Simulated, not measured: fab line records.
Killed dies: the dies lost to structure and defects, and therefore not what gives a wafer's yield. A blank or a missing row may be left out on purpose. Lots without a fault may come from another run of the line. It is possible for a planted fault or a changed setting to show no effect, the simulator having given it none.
Comparing a struck lot with a sound one ; flow n5 finfet ; 15 out of 1938 route steps
Sound: these wafers, L160.1, L160.3, L160.6. Struck: wafer L167.5; the same lot's L167.6 was not struck, so it is left out; see the end for the cause.
At each step with rows: each side's tool, then ch and its chambers, then its first start. Under that, the readings that differ: sound wafers ; struck wafers ; difference of the means ; sigmas: that difference in standard deviations of wafers without a fault.
alike: readings with means less than 2 such deviations apart, plus words and numbers identical on both sides. not compared: withheld readings, readings lacking a value on some wafer, bounds such as >300 that could conceal the same value, and numbers that have no deviation in the record and whose values overlap.
A row with sigmas, a row that says differs or no value, or rows on one side alone: a step with any of these is where the two part. Numbers that don't overlap but have no deviation are shown without sigmas and don't part them. Lack of a reading on every wafer of one side parts them only where that side has two or more wafers.

first, 3 steps without rows for these wafers: N5_BEOL_M6_EXPOSE_25 (exposes mask V5, target cd 40 nm); N5_BEOL_M6_PEB_26 (peb time 60 s); N5_BEOL_M6_DEVELOP_27 (develop time 30 s).
N5_BEOL_M6_CD_MEAS_28: the cd target is 40 nm.
  sound on cd sem-01 ch 0, day 13 10:38; struck on cd sem-02 ch 0, day 15 00:56
  alike: cd nm
N5_BEOL_M6_OVL_MEAS_29:
  sound on overlay-01 ch 0, day 13 10:40; struck on overlay-01 ch 0, day 15 00:58
  alike: V5_OVL
N5_BEOL_M6_INSPECT_30: inspects for defects (brightfield).
  sound on defect inspect-02 at day 13 10:43; struck on defect inspect-02 at day 15 01:01
  alike: raw defect count
N5_BEOL_M6_DESCUM_33: chemistry O2, time 7 s.
  sound on rie diel-03 ch 0,3, day 13 10:45; struck on rie diel-01 ch 2, day 15 01:17
  alike: bias power w, drypump motor current A, oes product au, rf vpp V, showerhead plenum p Torr, throttle valve pct
  not compared: rf hours counter h
N5_BEOL_M6_ETCH_72: etches underlayer in N2/H2, target depth 6.5 nm, time 5.2 s.
  sound on rie diel-03 ch 0,3, day 13 10:47; struck on rie diel-01 ch 2, day 15 01:18
reading;sound;struck;difference;sigmas
etch rf on time s (s);5.39 5.01 5.10;5.53;+0.36;+2
throttle valve pct (%);17.66 17.84 17.87;18.44;+0.65;+3
  alike: drypump motor current A, oes product au, rf vpp V, showerhead plenum p Torr
  not compared: rf hours counter h
N5_BEOL_M6_ETCH_65: etches SiARC in CF4, target depth 15.6 nm, time 26 s.
  sound on rie diel-03 ch 0,3, day 13 10:48; struck on rie diel-01 ch 2, day 15 01:19
reading;sound;struck;difference;sigmas
etch rf on time s (s);26.6 24.7 24.8;27.8;+2.4;+3
  alike: drypump motor current A, oes product au, rf vpp V, showerhead plenum p Torr, throttle valve pct
  not compared: rf hours counter h
N5_BEOL_M6_ETCH_66: etches SOC in N2/H2, target depth 80 nm, overetch 16 nm, time 120 s.
  sound on rie diel-03 ch 0,3, day 13 10:50; struck on rie diel-01 ch 2, day 15 01:23
reading;sound;struck;difference;sigmas
throttle valve pct (%);17.62 17.80 17.82;18.40;+0.65;+3
  alike: drypump motor current A, oes product au, rf vpp V, showerhead plenum p Torr
  not compared: rf hours counter h
then, 2 steps without rows for these wafers: N5_BEOL_M6_STRIP_69 (strips in N2/H2); N5_BEOL_M6_STRIP_73 (strips in N2/H2).
N5_BEOL_M6_VIA_ETCH_34: etches SiCOH lowk in C4F6/O2, target depth 126.3 nm, time 50.9 s.
  sound on rie diel-03 ch 0,3, day 13 10:56; struck on rie diel-01 ch 2, day 15 01:28
reading;sound;struck;difference;sigmas
oes product au (a.u.);0.75 0.68 0.69;0.97;+0.26;+3
throttle valve pct (%);20.91 20.96 20.97;21.50;+0.55;+2
model.etch.depth nm (nm);122.2 127.9 127.8;197.3;+71.3;
model.SOC_of_BEOL_M6_COAT_63.thk nm (nm);54 53.8 53.8;50.4;-3.5;
  alike: drypump motor current A, oes_ar_750_au, rf vpp V, showerhead plenum p Torr
  not compared: rf hours counter h, model.BEOL_M6.cd nm
then, 1 step without rows for these wafers: N5_BEOL_M6_STRIP_76 (strips in C4F6/O2).
N5_PASSIVATION_PROBE_49:
  the record has rows for the sound wafers here (prober-01, day 16 16:52) and none for the struck ones

== WHERE THEY PART ==
First at N5_BEOL_M6_ETCH_72; last, within this record, at N5_PASSIVATION_PROBE_49.

WHY: whatever the simulator had introduced
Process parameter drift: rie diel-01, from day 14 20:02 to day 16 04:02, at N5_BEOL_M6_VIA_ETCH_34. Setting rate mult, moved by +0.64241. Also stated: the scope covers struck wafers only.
